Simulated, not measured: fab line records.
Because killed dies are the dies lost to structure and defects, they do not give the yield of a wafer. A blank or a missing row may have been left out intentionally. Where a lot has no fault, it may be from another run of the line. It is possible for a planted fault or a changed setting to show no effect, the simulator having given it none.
Comparing a struck lot with a sound one || flow n5Finfet || 38 out of 1938 route steps
Sound: these wafers, L168.2, L168.4, L168.6. Wafers struck: L171.1, L171.3, L171.4. The cause comes at the end.
Per side, at each step with rows, come the tool, then ch with its chambers, and then its first start. Under that, the readings that differ: sound wafers || struck wafers || difference of the means || sigmas: that difference in standard deviations of wafers without a fault.
alike: a reading whose means differ by less than 2 such deviations, as well as words and numbers matching on both sides. not compared: withheld readings; readings where some wafer has no value; bounds like >300 that might hide an equal value; numbers whose values overlap and for which the record gives no deviation.
A row with sigmas, a row that says differs or no value, or rows on one side alone: a step with any of these is where the two part. When numbers do not overlap yet have no deviation, they are printed without sigmas and do not part them. A reading missing from all wafers of one side parts the sides only when that side holds two or more wafers.

first, 10 steps without rows for these wafers: N5_PMOS_HMC_CHANNEL_EPI_PRECLEAN_37 (cleans in O3/DIW, time 45 s); N5_PMOS_HMC_CHANNEL_EPI_PRECLEAN_24 (cleans in DHF, time 30 s); N5_PMOS_HMC_CHANNEL_EPI_SRD_25 (time 30 s); N5_PMOS_HMC_CHANNEL_EPI_EPI_26 (deposits Si from SiH4/H2, target thk 3.8 nm, time 22.7 s); N5_FIN_SAQP_PRECLEAN_42 (cleans in O3/DIW, time 60 s); N5_FIN_SAQP_PRECLEAN_00 (cleans in SC1, time 60 s); N5_FIN_SAQP_PRECLEAN_44 (cleans in SC2, time 45 s); N5_FIN_SAQP_SRD_01 (time 30 s); N5_FIN_SAQP_ALD_61 (deposits SiO2, target thk 4 nm, pulse time 1 s, purge time 2 s); N5_FIN_SAQP_DENSIFY_62 (time 60 s).
N5_FIN_SAQP_HM_DEP_03: deposits SiNx from SiH4/NH3/N2, target thk 38 nm, time 33.6 s.
  sound on pecvd-04 ch 0,1, day 2 09:11; struck on pecvd-04 ch 0,2, day 3 02:34
  alike: heaterPowerOuterW, heaterPowerW, rfFwdPowerW, showerheadPlenumPTorr, throttleValvePct
  not compared: sinceWetCleanH
N5_FIN_SAQP_THK_MEAS_05:
  sound on filmMetro-02, day 2 09:17; struck on filmMetro-02, day 3 02:40
{"reading": "thkNm (nm)", "sound": "37.3 37.8 38.2", "struck": "32.1 32.1 32.6", "difference": -5.5, "sigmas": -11}
then, 24 steps without rows for these wafers: N5_FIN_SAQP_PECVD_47 (deposits a-Si from SiH4/He, target thk 45 nm, time 36.3 s); N5_FIN_SAQP_PECVD_48 (deposits SiNx from SiH4/NH3/N2, target thk 25 nm, time 22.1 s); N5_FIN_SAQP_PECVD_06 (deposits a-Si from SiH4/He, target thk 60 nm, time 48.1 s); N5_FIN_SAQP_HM_DEP_72 (deposits SiO2 from SiH4/N2O, target thk 12 nm, time 7.2 s); N5_FIN_SAQP_COAT_49 (time 60 s, resist thk 100 nm); N5_FIN_SAQP_COAT_50 (time 60 s, resist thk 35 nm); N5_FIN_SAQP_COAT_10 (resist thk 90 nm); N5_FIN_SAQP_EBR_12; N5_FIN_SAQP_SOFTBAKE_11 (time 60 s); N5_FIN_SAQP_EXPOSE_13 (exposes mask FIN CORE, target cd 35.6 nm); N5_FIN_SAQP_PEB_14 (peb time 60 s); N5_FIN_SAQP_DEVELOP_15 (develop time 30 s); N5_FIN_SAQP_DESCUM_21 (chemistry O2, time 7.9 s); N5_FIN_SAQP_ETCH_51 (etches SiARC in CF4, target depth 45.5 nm, time 75.8 s); N5_FIN_SAQP_ETCH_52 (etches SOC in N2/H2, target depth 100 nm, overetch 20 nm, time 150 s); N5_FIN_SAQP_STRIP_53 (strips in N2/H2); N5_FIN_SAQP_HM_OPEN_73 (chemistry CHF3/O2, target SiO2, stops on a-Si, target depth 12 nm, time 16.8 s); N5_FIN_SAQP_STRIP_74 (strips in CHF3/O2); N5_FIN_SAQP_MANDREL_ETCH_22 (etches a-Si in HBr/Cl2, stops on SiNx, target depth 60 nm, bt time 10 s, time 30 s); N5_FIN_SAQP_STRIP_55 (strips in N2/H2); N5_FIN_SAQP_STRIP_23 (strips in SPM, time 750 s); N5_FIN_SAQP_SRD_66 (time 30 s); N5_FIN_SAQP_RECESS_75 (chemistry HF/NH3, target SiO2, target depth 14.4 nm, afs cycles 3, sublimation time 60 s); N5_FIN_SAQP_SPACER1_ALD_24 (deposits SiO2, target thk 20.3 nm, pulse time 1 s, purge time 2 s).
-- here the record skips 6 days between the struck wafers' starts before and after, leaving off in module FIN_SAQP and picking up in module BEOL_M4 (first step shown: number 1111 of the route) --
N5_BEOL_M4_RC_MEAS_101:
  sound on prober-02 ch 0, day 8 11:48; struck on prober-01 ch 0, day 9 08:23
  alike: DIBL_N, DIBL_P, IOFF_N, IOFF_P, ION_N, ION_P, SS_N, SS_P, VT_N, VT_P
-- a jump in the record: the struck wafers' starts before and after are 5 days apart (it breaks off in module BEOL_M4 and resumes in module PASSIVATION, where the first step shown is number 1936 of the route) --
N5_PASSIVATION_PROBE_49:
  rows exist in the record for the struck wafers here (prober-01, day 13 23:40), but not for the sound ones

## WHERE THEY PART
Earliest at N5_FIN_SAQP_THK_MEAS_05; latest, in this record, at N5_PASSIVATION_PROBE_49.

WHY: the cause the simulator had injected
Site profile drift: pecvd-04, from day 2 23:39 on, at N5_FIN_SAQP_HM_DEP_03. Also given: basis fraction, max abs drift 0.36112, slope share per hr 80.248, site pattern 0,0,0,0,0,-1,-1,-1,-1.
